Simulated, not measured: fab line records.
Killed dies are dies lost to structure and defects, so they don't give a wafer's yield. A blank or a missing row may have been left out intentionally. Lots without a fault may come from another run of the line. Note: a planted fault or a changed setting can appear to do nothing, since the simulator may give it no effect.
Chamber matching :: flow nand harc :: rie diel-06 running NHARC_P_GATE_DESCUM_93: 4 sister chambers
The step chemistry O2, time 3 s. 8 wafers are shown with their chamber, then 12 later ones without.

## WAFERS PAIRED WITH THEIR CHAMBERS
wafer: L083.2
chamber: 3
showerhead plenum p Torr (Torr): 2.06
drypump motor current A (A): 5.9

wafer: L084.5
chamber: 1
showerhead plenum p Torr (Torr): 2.06
drypump motor current A (A): 5.2

wafer: L087.3
chamber: 0
showerhead plenum p Torr (Torr): 2.02
drypump motor current A (A): 5.4

wafer: L087.4
chamber: 2
showerhead plenum p Torr (Torr): 1.91
drypump motor current A (A): 6.0

wafer: L087.6
chamber: 3
showerhead plenum p Torr (Torr): 2.06
drypump motor current A (A): 5.9

wafer: L091.1
chamber: 2
showerhead plenum p Torr (Torr): 1.91
drypump motor current A (A): 6.1

wafer: L091.3
chamber: 1
showerhead plenum p Torr (Torr): 2.05
drypump motor current A (A): 5.3

wafer: L091.4
chamber: 0
showerhead plenum p Torr (Torr): 2.02
drypump motor current A (A): 5.4

## WAFERS MISSING THEIR CHAMBER
wafer: L092.2
showerhead plenum p Torr (Torr): 2.05
drypump motor current A (A): 5.2

wafer: L092.3
showerhead plenum p Torr (Torr): 2.06
drypump motor current A (A): 6.0

wafer: L092.6
showerhead plenum p Torr (Torr): 1.91
drypump motor current A (A): 6.0

wafer: L093.2
showerhead plenum p Torr (Torr): 2.05
drypump motor current A (A): 5.3

wafer: L093.5
showerhead plenum p Torr (Torr): 2.02
drypump motor current A (A): 5.4

wafer: L093.6
showerhead plenum p Torr (Torr): 2.06
drypump motor current A (A): 5.9

wafer: L095.2
showerhead plenum p Torr (Torr): 2.05
drypump motor current A (A): 5.2

wafer: L095.4
showerhead plenum p Torr (Torr): 2.02
drypump motor current A (A): 5.4

wafer: L095.6
showerhead plenum p Torr (Torr): 1.91
drypump motor current A (A): 6.1

wafer: L097.2
showerhead plenum p Torr (Torr): 2.02
drypump motor current A (A): 5.4

wafer: L097.3
showerhead plenum p Torr (Torr): 1.91
drypump motor current A (A): 6.1

wafer: L097.5
showerhead plenum p Torr (Torr): 2.05
drypump motor current A (A): 5.2

## WHICH CHAMBER EACH WENT THROUGH
wafer: L092.2
from the rows above: 1
in truth: 1

wafer: L092.3
from the rows above: 3
in truth: 3

wafer: L092.6
from the rows above: 2
in truth: 2

wafer: L093.2
from the rows above: 1
in truth: 1

wafer: L093.5
from the rows above: 0
in truth: 0

wafer: L093.6
from the rows above: 3
in truth: 3

wafer: L095.2
from the rows above: 1
in truth: 1

wafer: L095.4
from the rows above: 0
in truth: 0

wafer: L095.6
from the rows above: 2
in truth: 2

wafer: L097.2
from the rows above: 0
in truth: 0

wafer: L097.3
from the rows above: 2
in truth: 2

wafer: L097.5
from the rows above: 1
in truth: 1
Correctly placed: 12 of 12. Can't be placed from these rows: 0. Number placed wrongly: 0.
How it was worked out, from the rows above alone: a wafer's distance from a chamber is the root of the sum, over the readings, of the square of ((its reading less the chamber's mean) divided by the reading's scatter). The wafer belongs to the nearest chamber; if the next one is less than 2 further off, it can't be placed. The mean given for a chamber averages the wafers shown for that chamber. The scatter: the root of (the sum of the squares of (reading less its chamber's mean) over the shown wafers, divided by (wafers less chambers)).
